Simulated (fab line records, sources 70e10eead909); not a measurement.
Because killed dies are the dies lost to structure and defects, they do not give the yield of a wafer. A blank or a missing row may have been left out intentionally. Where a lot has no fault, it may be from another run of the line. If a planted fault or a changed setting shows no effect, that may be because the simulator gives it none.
fab line records	flow nandHarc
[record] lots = 7	wafers = 21	lastDay = 24
route steps=1159 shown A_STAIRCASE@629
lots with no fault: from the same line, run without faults
startH: hours from the record's first day to the start of the lot's first wafer shown	waitH: how many hours have passed since the lot's step before this one	" unchanged from the row above	L1.1+2: a single row standing in for several wafers	- value missing, or start not given	* or withheld: withheld	< > ~ a bound
route shown NAME@n: a module of which the file shows steps, and the number in the route of the first	usual: mean and standard deviation over wafers with no fault	same: alike in all rows	chamber/n: place in a boat	sites: readings site by site	_std_site: their standard deviation	_edge_site: inner sites' mean taken away from outer sites' mean	radiusMm: how far each site lies from the wafer's centre	mask NAME#n: copy n	behind: the most recent tool/chamber to have shaped the wafer	hold: what put the lot on hold/how long, in hours/how the hold closed	device: which transistor (n, p or np) failed to switch	end of line: the tests these same wafers got at the end of their route	where a step has no rows: the recipe by itself	killed: count of dies lost to structure and defects at first sort (not the wafer's yield)	map: shows each die of a wafer: x if killed, . if not, _ if none is there
set.NAME: the setting that was run; set.NAME@STEP: the one run at that earlier step	model.NAME: the simulator's own value behind a step, which no gauge read
certain route steps with their lots: each step a table, each wafer a row
services: a tool's chamber out of use, with start hour (startH, from the record's first day; less than 0 if before it), hours out, and reason
[[steps]]
[step NHARC_A_STAIRCASE_TRIM_235]
[recipe] timeS = 211.2	o2FlowSccm = 500	arFlowSccm = 0	biasW = 0	chemistry = O2
[usual] drypumpMotorCurrentA = 5.9/0.37	oesProductAu = 0.999/0.0074	rfVppV = 57.8/0.93	showerheadPlenumPTorr = 3.54/0.16	throttleValvePct = 17.037/0.009
lot.wafer	tool	chamber	startH	waitH	drypumpMotorCurrentA	oesProductAu	rfHoursCounterH	rfVppV	showerheadPlenumPTorr	throttleValvePct
L489.4	rieDiel-12	1	-	-	5.9	1.000	17	58.6	3.77	17.026
L489.1	"	2	"	"	5.8	1.000	17	58.1	3.57	17.046
L489.6	"	2	"	"	5.8	1.007	-	57.2	3.57	17.032
L492.1	rieDiel-12	1	-	-	5.9	1.009	18	56.3	3.76	17.040
L492.5	"	2	"	"	5.8	1.001	-	57.4	3.57	17.029
L492.6	"	3	"	"	5.5	1.006	-	58.6	3.68	17.047
L504.4	rieDiel-12	0	-	-	5.8	1.002	-	58.1	3.78	17.029
L504.5	"	1	"	"	5.9	1.003	-	57.4	3.75	17.043
L504.6	"	3	"	"	5.5	0.997	-	58.7	3.66	17.034
L505.3	rieDiel-02	3	-	-	6.5	0.996	4	57.7	3.31	17.045
L505.2	"	0	"	"	5.7	1.012	3	57.9	3.32	17.035
L505.4	"	2	"	"	5.3	0.989	3	58.5	3.47	17.050
L506.3	rieDiel-12	0	-	-	5.7	0.988	56	57.6	3.78	17.039
L506.1	"	1	"	"	5.9	0.997	54	57.3	3.74	17.028
L506.4	"	0	"	"	5.7	0.983	-	58.8	3.78	17.049
L509.1	rieDiel-02	3	-	-	6.4	1.000	10	55.7	3.30	17.037
L509.4	"	0	"	"	5.7	0.993	9	57.0	3.32	17.030
L509.5	"	3	"	"	6.4	0.994	-	57.0	3.30	17.050
L510.3	rieDiel-02	0	-	-	5.7	1.001	21	57.7	3.31	17.024
L510.4	"	2	"	"	5.3	0.990	21	56.1	3.46	17.032
L510.6	"	3	"	"	6.4	0.998	-	57.6	3.30	17.052
[step NHARC_A_STAIRCASE_ETCH_236]
[recipe] targetDepthA = 1000	timeS = 40.5	ionEnergyEv = 400	c4f8FlowSccm = 20	o2FlowSccm = 10	arFlowSccm = withheld	rfW = 600	biasW = 1000	chemistry = C4F8/O2
[usual] oesProductAu = 0.940/0.0089	rfFwdPowerW = 591/3.5	rfVppV = 896/5.9
lot.wafer	tool	chamber	startH	waitH	oesProductAu	rfFwdPowerW	rfHoursCounterH	rfVppV
L489.4	rieDiel-12	1	-	-	0.929	591	17	906
L489.1	"	2	"	"	0.923	587	17	898
L489.6	"	0	"	"	0.940	592	-	906
L492.1	rieDiel-12	3	-	-	0.944	592	19	902
L492.5	"	2	"	"	0.932	586	-	899
L492.6	"	3	"	"	0.941	590	-	901
L504.4	rieDiel-12	3	-	-	0.942	592	-	900
L504.6	"	0	"	"	0.932	592	-	904
L504.5	"	1	"	"	0.936	587	-	903
L505.2	rieDiel-02	0	-	-	0.948	586	4	888
L505.3	"	1	"	"	0.931	591	1	887
L505.4	"	2	"	"	0.931	586	3	894
L506.3	rieDiel-12	1	-	-	0.944	586	54	904
L506.1	"	3	"	"	0.944	591	55	901
L506.4	"	1	"	"	0.936	588	-	903
L509.4	rieDiel-02	0	-	-	0.952	591	9	887
L509.1	"	1	"	"	0.932	592	7	888
L509.5	"	0	"	"	0.951	590	-	888
L510.4	rieDiel-02	2	-	-	0.949	586	21	894
L510.3	"	3	"	"	0.943	590	21	888
L510.6	"	3	"	"	0.943	591	-	888
[step NHARC_A_STAIRCASE_STRIP_238]
[recipe] powerW = 1500	tempC = 250	chemistry = O2
[usual] drypumpMotorCurrentA = 5.6/0.58	heaterPowerW = 318/20
lot.wafer	tool	chamber	startH	waitH	drypumpMotorCurrentA	heaterPowerW	rfHoursCounterH
L489.1	plasmaAsher-01	0	258.49	0.1	5.2	341	53
L489.4	"	0	"	"	5.2	336	-
L489.6	"	0	"	"	5.2	328	-
L492.1	plasmaAsher-01	1	263.16	0.1	6.3	313	55
L492.6	"	0	"	"	5.2	326	-
L492.5	"	1	"	"	6.3	309	-
L504.4	plasmaAsher-02	1	343.16	0.2	6.1	342	-
L504.5	"	0	"	"	4.9	294	-
L504.6	"	1	"	"	6.1	337	-
L505.2	plasmaAsher-01	1	343.41	0.1	6.3	297	20
L505.4	"	0	"	"	5.2	328	-
L505.3	"	1	"	"	6.3	289	-
L506.1	plasmaAsher-01	1	354.03	0.1	6.3	297	24
L506.4	"	0	"	"	5.2	338	-
L506.3	"	1	"	"	6.3	300	-
L509.1	plasmaAsher-01	0	355.57	0.1	5.2	343	24
L509.4	"	1	"	"	6.3	294	-
L509.5	"	1	"	"	6.3	295	-
L510.4	plasmaAsher-01	0	388.44	0.2	5.2	344	-
L510.3	"	1	"	"	6.3	297	-
L510.6	"	0	"	"	5.3	340	-
[step NHARC_A_STAIRCASE_STRIP_239]
[recipe] timeS = 900	tempC = 130	chemistry = SPM
[step NHARC_A_STAIRCASE_PRECLEAN_240]
[recipe] timeS = *	tempC = 50	bathAgeMin = 0	chemistry = SC1
[step NHARC_A_STAIRCASE_SRD_241]
[step NHARC_A_STAIRCASE_DEHYDRATE_242]
[recipe] tempC = 150	timeS = 120
[step NHARC_A_STAIRCASE_HMDS_243]
[recipe] timeS = 30
[step NHARC_A_STAIRCASE_COAT_244]
[recipe] spinRpm = 1200
[step NHARC_A_STAIRCASE_SOFTBAKE_245]
[recipe] tempC = 135	timeS = 170
[step NHARC_A_STAIRCASE_EBR_246]
[step NHARC_A_STAIRCASE_EXPOSE_247]
[recipe] na = 0.5	doseMj = 25.34	maskId = SDS_1
[usual] exposureDoseMJCm2 = 25.313/0.022	focusOffsetNm = 0.0/0.59
lot.wafer	tool	chamber	startH	waitH	mask	exposureDoseMJCm2	focusOffsetNm
L489.1	krfScanner-03	0	259.51	-	SDS_1#0	25.287	0.0
L489.4	"	0	"	"	SDS_1#0	25.314	0.1
L489.6	"	0	"	"	SDS_1#0	25.319	1.0
L492.1	krfScanner-01	0	264.24	-	SDS_1#0	25.316	0.2
L492.5	"	0	"	"	SDS_1#0	25.317	-0.1
L492.6	"	0	"	"	SDS_1#0	25.282	0.5
L504.4	krfScanner-01	-	344.18	-	SDS_1#0	-	-
L504.5	"	-	"	"	SDS_1#0	-	-
L504.6	"	-	"	"	SDS_1#0	-	-
L505.2	krfScanner-04	-	344.51	-	SDS_1#0	-	-
L505.3	"	-	"	"	SDS_1#0	-	-
L505.4	"	-	"	"	SDS_1#0	-	-
L506.1	krfScanner-01	-	355.11	-	SDS_1#0	-	-
L506.3	"	-	"	"	SDS_1#0	-	-
L506.4	"	-	"	"	SDS_1#0	-	-
L509.1	krfScanner-03	0	356.71	-	SDS_1#0	25.276	-0.6
L509.4	"	0	"	"	SDS_1#0	25.271	0.7
L509.5	"	0	"	"	SDS_1#0	25.323	-0.1
L510.3	krfScanner-01	0	389.67	-	SDS_1#0	25.341	0.7
L510.4	"	0	"	"	SDS_1#0	25.330	0.0
L510.6	"	0	"	"	SDS_1#0	25.307	0.4
[step NHARC_A_STAIRCASE_PEB_248]
[recipe] pebTempC = 115	pebTimeS = 130
[[services]]
tool	chamber	startH	hours	kind
rieDiel-12	0	235.99	-	clean
rieDiel-12	1	235.99	-	clean
rieDiel-12	2	235.99	-	clean
rieDiel-12	3	235.99	-	clean
krfScanner-01	-	252.01	0.4	repair
krfScanner-01	-	256.00	4.0	pm
krfScanner-03	-	260.12	0.4	repair
rieDiel-12	0	260.50	-	clean
rieDiel-12	1	260.50	-	clean
rieDiel-12	2	260.50	-	clean
rieDiel-12	3	260.50	-	clean
rieDiel-02	2	269.84	3.8	repair
plasmaAsher-01	-	276.16	9.0	pm
rieDiel-12	0	286.30	-	clean
krfScanner-03	-	288.46	2.4	repair
rieDiel-02	1	290.03	6.3	repair
krfScanner-04	-	298.00	4.0	pm
rieDiel-02	-	328.07	9.0	pm
rieDiel-12	2	339.80	17.4	repair
krfScanner-03	-	340.00	4.0	pm
plasmaAsher-01	-	349.08	0.4	repair
plasmaAsher-02	-	360.17	9.0	pm
krfScanner-01	-	368.07	1.1	repair
krfScanner-03	-	370.67	2.3	repair
[[key]]
[firstSign] step = NHARC_A_STAIRCASE_EXPOSE_247	reading = toolRecord	direction = missing
effect none on later readings
metAt NHARC_A_STAIRCASE_EXPOSE_247
struckWafers L504.4,L504.5,L504.6,L505.2,L505.3,L505.4,L506.1,L506.3,L506.4
laterRowsLeftOut L504.4,L504.5,L504.6,L505.2,L505.3,L505.4,L506.1,L506.3,L506.4
sortLeftOut L504.4,L504.5,L504.6,L505.2,L505.3,L505.4,L506.1,L506.3,L506.4
testerLeftOut L504,L505,L506
onsetBetween 264.24 344.18
[fault] kind = skippedStepWhole	tool = krfScanner-01,krfScanner-04	chamber = -	onsetH = 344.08	steps = NHARC_A_STAIRCASE_EXPOSE_247	scope = struckLotsOnly
// testerLeftOut: of these lots the tester's yield and bins aren't shown, on N5 and GAA mostly nor the transistor test; their killed dies are dies lost to structure and defects alone, not to doping, threshold or leakage, so they don't give the yield
// sortLeftOut: the simulated sort isn't trusted on such a fault, so these wafers' sort isn't shown, and their yield isn't known
// laterRowsLeftOut: the simulator's readings of these wafers behind a module that went badly wrong aren't trusted and aren't shown, but for the sort
